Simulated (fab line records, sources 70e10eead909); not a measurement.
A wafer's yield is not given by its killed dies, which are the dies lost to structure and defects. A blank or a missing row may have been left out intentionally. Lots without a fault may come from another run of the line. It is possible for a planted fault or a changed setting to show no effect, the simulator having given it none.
Chamber matching || flow nand_harc || NHARC_A_CONTACT_DEP_85 on pecvd-03: 3 sister chambers
The step deposits SiON, target thk 50 nm. 6 wafers are shown with their chamber, then 12 later ones without.

== WAFERS WITH THEIR CHAMBER ==
{"wafer": "L088.6", "chamber": 2, "showerhead_vpp_V (V)": 1147, "heater_power_w (W)": 698}
{"wafer": "L090.4", "chamber": 0, "showerhead_vpp_V (V)": 1093, "heater_power_w (W)": 624}
{"wafer": "L090.5", "chamber": 1, "showerhead_vpp_V (V)": 1165, "heater_power_w (W)": 854}
{"wafer": "L091.2", "chamber": 1, "showerhead_vpp_V (V)": 1164, "heater_power_w (W)": 808}
{"wafer": "L091.3", "chamber": 0, "showerhead_vpp_V (V)": 1109, "heater_power_w (W)": 532}
{"wafer": "L091.5", "chamber": 2, "showerhead_vpp_V (V)": 1134, "heater_power_w (W)": 769}

== WAFERS WITH NO CHAMBER GIVEN ==
{"wafer": "L094.1", "showerhead_vpp_V (V)": 1163, "heater_power_w (W)": 758}
{"wafer": "L094.4", "showerhead_vpp_V (V)": 1134, "heater_power_w (W)": 515}
{"wafer": "L094.5", "showerhead_vpp_V (V)": 1173, "heater_power_w (W)": 761}
{"wafer": "L092.1", "showerhead_vpp_V (V)": 1135, "heater_power_w (W)": 740}
{"wafer": "L092.3", "showerhead_vpp_V (V)": 1162, "heater_power_w (W)": 787}
{"wafer": "L092.6", "showerhead_vpp_V (V)": 1177, "heater_power_w (W)": 753}
{"wafer": "L096.2", "showerhead_vpp_V (V)": 1171, "heater_power_w (W)": 756}
{"wafer": "L096.3", "showerhead_vpp_V (V)": 1155, "heater_power_w (W)": 783}
{"wafer": "L096.4", "showerhead_vpp_V (V)": 1157, "heater_power_w (W)": 795}
{"wafer": "L097.1", "showerhead_vpp_V (V)": 1114, "heater_power_w (W)": 603}
{"wafer": "L097.2", "showerhead_vpp_V (V)": 1136, "heater_power_w (W)": 858}
{"wafer": "L097.4", "showerhead_vpp_V (V)": 1174, "heater_power_w (W)": 729}

== THE CHAMBER EACH PASSED THROUGH ==
{"wafer": "L094.1", "from the rows above": "can't be placed: 1 or 2", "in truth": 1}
{"wafer": "L094.4", "from the rows above": "can't be placed: 0 or 2", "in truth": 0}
{"wafer": "L094.5", "from the rows above": 1, "in truth": 1}
{"wafer": "L092.1", "from the rows above": 2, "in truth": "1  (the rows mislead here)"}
{"wafer": "L092.3", "from the rows above": "can't be placed: 1 or 2", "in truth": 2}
{"wafer": "L092.6", "from the rows above": 1, "in truth": 1}
{"wafer": "L096.2", "from the rows above": "can't be placed: 1 or 2", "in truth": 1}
{"wafer": "L096.3", "from the rows above": "can't be placed: 1 or 2", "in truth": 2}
{"wafer": "L096.4", "from the rows above": "can't be placed: 1 or 2", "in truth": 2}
{"wafer": "L097.1", "from the rows above": 0, "in truth": 0}
{"wafer": "L097.2", "from the rows above": "can't be placed: 2 or 1", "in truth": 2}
{"wafer": "L097.4", "from the rows above": "can't be placed: 1 or 2", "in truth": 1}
3 of 12 placed correctly. Can't be placed from these rows: 8 (the true chamber is among the candidates in 8). Placed wrongly: 1.
How it was worked out, from the rows above alone: a wafer's distance from a chamber is the root of the sum, over the readings, of the square of ((its reading less the chamber's mean) divided by the reading's scatter). If the next closest chamber is less than 2 further off than the closest, the wafer can't be placed; otherwise it belongs to the closest. A chamber's mean is the mean of its shown wafers. The scatter is the square root of a quotient: the sum, over the shown wafers, of each reading's squared deviation from its chamber's mean, divided by wafers minus chambers.
